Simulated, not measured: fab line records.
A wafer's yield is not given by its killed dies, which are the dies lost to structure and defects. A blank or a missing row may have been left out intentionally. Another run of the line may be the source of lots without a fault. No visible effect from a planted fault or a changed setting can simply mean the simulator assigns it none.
Split-lot experiment | flow n5 finfet | route with 1938 steps; 7 lots, 21 wafers read

SPLIT DETAILS
At N5_BEOL_M1_EXPOSE_08 (exposes mask M1), the setting dose mj was moved away from the recipe's 33 on 2 of the 21 wafers read, by -2.2% to +5.3%. This setting was run at the recipe's value on the other wafers.

FROM THE SPLIT TO THE READING: what the file shows between them, 3 steps
- N5_BEOL_M1_PEB_09: peb time 60 s
- N5_BEOL_M1_DEVELOP_10: develop time 30 s
- N5_BEOL_M1_DESCUM_16: chemistry O2, time 7 s

THE READING
BEOL_M1.cd offset nm (the simulator's own value, which no gauge read), in nm, at N5_BEOL_M1_ETCH_74 (etches underlayer in N2/H2, target depth 6.5 nm, time 5.2 s). There is no usual value for it anywhere in the file. Average 0.2 nm, standard deviation 0.2 nm, over the 19 wafers here run with the recipe.

wafer  | tool, chamber at the split | dose mj as run | against the recipe | BEOL_M1.cd offset nm, nm | against lot-mates on the recipe
L078.1 | euv scanner-01, 0          | 33             | recipe             | 0.2                      | -
L078.4 | euv scanner-01, 0          | 33             | recipe             | 0.2                      | -
L078.2 | euv scanner-01, 0          | 33             | recipe             | 0                        | -
L079.4 | euv scanner-01, 0          | 33             | recipe             | 0.4                      | -
L079.5 | euv scanner-01, 0          | 34.76          | +5.3%              | 1.4                      | +1.1
L079.6 | euv scanner-01, 0          | 33             | recipe             | 0.2                      | -
L080.2 | euv scanner-01, 0          | 33             | recipe             | 0.6                      | -
L080.3 | euv scanner-01, 0          | 33             | recipe             | 0.2                      | -
L080.5 | euv scanner-01, 0          | 33             | recipe             | 0.2                      | -
L081.1 | euv scanner-02, 0          | 33             | recipe             | 0.2                      | -
L081.2 | euv scanner-02, 0          | 33             | recipe             | 0                        | -
L081.3 | euv scanner-02, 0          | 32.26          | -2.2%              | -0.6                     | -0.7
L083.2 | euv scanner-01, 0          | 33             | recipe             | 0                        | -
L083.3 | euv scanner-01, 0          | 33             | recipe             | 0                        | -
L083.4 | euv scanner-01, 0          | 33             | recipe             | 0                        | -
L084.1 | euv scanner-02, 0          | 33             | recipe             | -0.2                     | -
L084.2 | euv scanner-02, 0          | 33             | recipe             | 0                        | -
L084.4 | euv scanner-02, 0          | 33             | recipe             | 0.2                      | -
L095.2 | euv scanner-01, 0          | 33             | recipe             | 0.2                      | -
L095.3 | euv scanner-01, 0          | 33             | recipe             | 0.4                      | -
L095.5 | euv scanner-01, 0          | 33             | recipe             | 0.6                      | -

FIT RESULTS
A straight line over all 21 wafers: BEOL_M1.cd offset nm changes by +0.248 nm for each +1% of dose mj; r = +0.84; the points scatter about the line by 0.21 nm.
The same after taking each lot's own level away (the mean of its wafers on the recipe; 21 wafers): +0.223 nm for each +1%; r = +0.90; scatter 0.14 nm.
That fit puts the effect of the largest move of dose mj on the reading at 1.2 nm.
Across the lots, their own levels run from 0.00 to 0.40 nm, a range of 2.0 times the standard deviation given above.
Thus the slope moves with the lot-to-lot level: the two fits are different.
Check: for one of the wafers moved furthest among these (+5.3%), held out of the fit, the line's prediction against its lot-mates is +1.66 nm. Against them it came out at +1.1 nm.

OTHER SPLITS APPLIED TO THESE WAFERS
Other splits were also applied to these wafers ahead of the reading. Each is held against what the fit with the lots' levels taken away leaves over:
other split on the same wafers    | wafers away from the commonest value | r with BEOL_M1.cd offset nm (lot level and that fit taken away)
N5_GATE_CUT_COAT_27 spin rpm      | 4                                    | -0.15
N5_GATE_CUT_COAT_07 spin rpm      | 5                                    | +0.26
N5_BEOL_M0_SAQP_ALD_48 ald cycles | 7                                    | +0.00
N5_BEOL_M0_CUTY_EXPOSE_54 dose mj | 10                                   | -0.01
N5_BEOL_M1_COAT_05 spin rpm       | 11                                   | +0.23

FILE'S OWN FIT
BEOL_M1.cd offset nm changes by +0.222 nm for each +1% of dose mj, r = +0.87.
